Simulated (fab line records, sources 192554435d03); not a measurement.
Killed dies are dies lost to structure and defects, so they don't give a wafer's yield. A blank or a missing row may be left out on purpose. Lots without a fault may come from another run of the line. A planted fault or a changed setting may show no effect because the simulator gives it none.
A struck lot beside a sound one | flow n5_finfet | 15 steps out of a route of 1938
Sound: wafers L261.1, L261.2, L261.3. Struck: wafer L250.4. (L250.2, L250.5 of the same lot were not struck and are left out.) The cause comes at the end.
At each step with rows: each side's tool, then ch and its chambers, then its first start. Under that, the readings that differ: sound wafers | struck wafers | difference of the means | sigmas: that difference in standard deviations of wafers without a fault.
alike: readings whose means differ by less than 2 such deviations, and words and numbers that are the same on both sides. not compared: withheld readings, readings that some wafer has no value for, bounds like >300 that may hide the same value, and numbers for which the record gives no deviation and whose values overlap.
The two part at a step that has a row with sigmas, a row that says differs or no value, or rows on one side only. Numbers that don't overlap but have no deviation are shown without sigmas and don't part them. A reading that every wafer of one side lacks parts them only if that side has two wafers or more.

first, 8 steps without rows for these wafers: N5_SD_EPI_P_COAT_34 (time 60 s, resist thk 350 nm); N5_SD_EPI_P_COAT_35 (time 60 s, resist thk 35 nm); N5_SD_EPI_P_COAT_03 (resist thk 150 nm); N5_SD_EPI_P_EBR_05; N5_SD_EPI_P_SOFTBAKE_04 (time 60 s); N5_SD_EPI_P_EXPOSE_06 (exposes mask SD P BLK, target cd 240 nm); N5_SD_EPI_P_PEB_07 (peb time 60 s); N5_SD_EPI_P_DEVELOP_08 (develop time 30 s).
N5_SD_EPI_P_CD_MEAS_09: target cd 240 nm.
  sound on cd_sem-03 ch 0, day 7 17:45; struck on cd_sem-01 ch 0, day 5 00:20
  alike: cd_nm
N5_SD_EPI_P_OVL_MEAS_10:
  sound on overlay-01 ch 0, day 7 17:48; struck on overlay-02 ch 0, day 5 00:22
  alike: SD_P_BLK_OVL
N5_SD_EPI_P_INSPECT_11: inspects for defects (macro).
  sound on defect_inspect-02, day 7 17:50; struck on defect_inspect-02, day 5 00:23
  alike: raw_defect_count
N5_SD_EPI_P_DESCUM_14: chemistry O2, time 7.9 s.
  sound on rie_diel-06 ch 0,2,3, day 7 17:52; struck on rie_diel-05 ch 0, day 5 01:25
  reading                | sound             | struck | difference | sigmas
  rf_hours_counter_h (h) | 177 105 170       | 60     | -91        |
  throttle_valve_pct (%) | 20.63 20.61 20.40 | 20.03  | -0.52      | -2
  alike: drypump_motor_current_A, oes_product_au, rf_vpp_V, showerhead_plenum_p_Torr
N5_SD_EPI_P_ETCH_36: etches SiARC in CF4, target depth 45.5 nm, time 75.8 s.
  sound on rie_diel-06 ch 0,2,3, day 7 17:53; struck on rie_diel-05 ch 0, day 5 01:26
  reading                | sound             | struck | difference | sigmas
  etch_rf_on_time_s (s)  | 79.0 76.0 75.5    | 132.4  | +55.6      | +28
  rf_hours_counter_h (h) | 177 105 170       | 60     | -91        |
  rf_vpp_V (V)           | 185.4 184.3 184.5 | 182.3  | -2.4       | -2
  alike: drypump_motor_current_A, oes_product_au, showerhead_plenum_p_Torr, throttle_valve_pct
N5_SD_EPI_P_ETCH_37: etches SOC in N2/H2, overetch 108 nm, time 486 s.
  sound on rie_diel-06 ch 0,2,3, day 7 17:57; struck on rie_diel-05 ch 0, day 5 01:30
  reading                | sound          | struck | difference | sigmas
  rf_hours_counter_h (h) | 178 105 171    | 60     | -91        |
  throttle_valve_pct (%) | 23.9 24.1 24.1 | 23.0   | -1.0       | -3
  alike: drypump_motor_current_A, n2_flow_sccm, oes_product_au, rf_vpp_V, showerhead_plenum_p_Torr
-- the record jumps here: 6 days lie between the struck wafers' starts before and after (it left off in module SD_EPI_P and takes up again in module BEOL_M4, whose first step shown is number 1111 of the route) --
N5_BEOL_M4_RC_MEAS_101:
  sound on prober-01 ch 0, day 13 19:06; struck on prober-02 ch 0, day 10 22:13
  reading   | sound       | struck | difference | sigmas
  VT_N (mV) | 256 251 258 | 248    | -7         | -2
  alike: DIBL_N, DIBL_P, IOFF_N, IOFF_P, ION_N, ION_P, SS_N, SS_P, VT_P

WHERE THEY PART
First at N5_SD_EPI_P_DESCUM_14; last, within this record, at N5_BEOL_M4_RC_MEAS_101.

WHY: what the simulator had put in
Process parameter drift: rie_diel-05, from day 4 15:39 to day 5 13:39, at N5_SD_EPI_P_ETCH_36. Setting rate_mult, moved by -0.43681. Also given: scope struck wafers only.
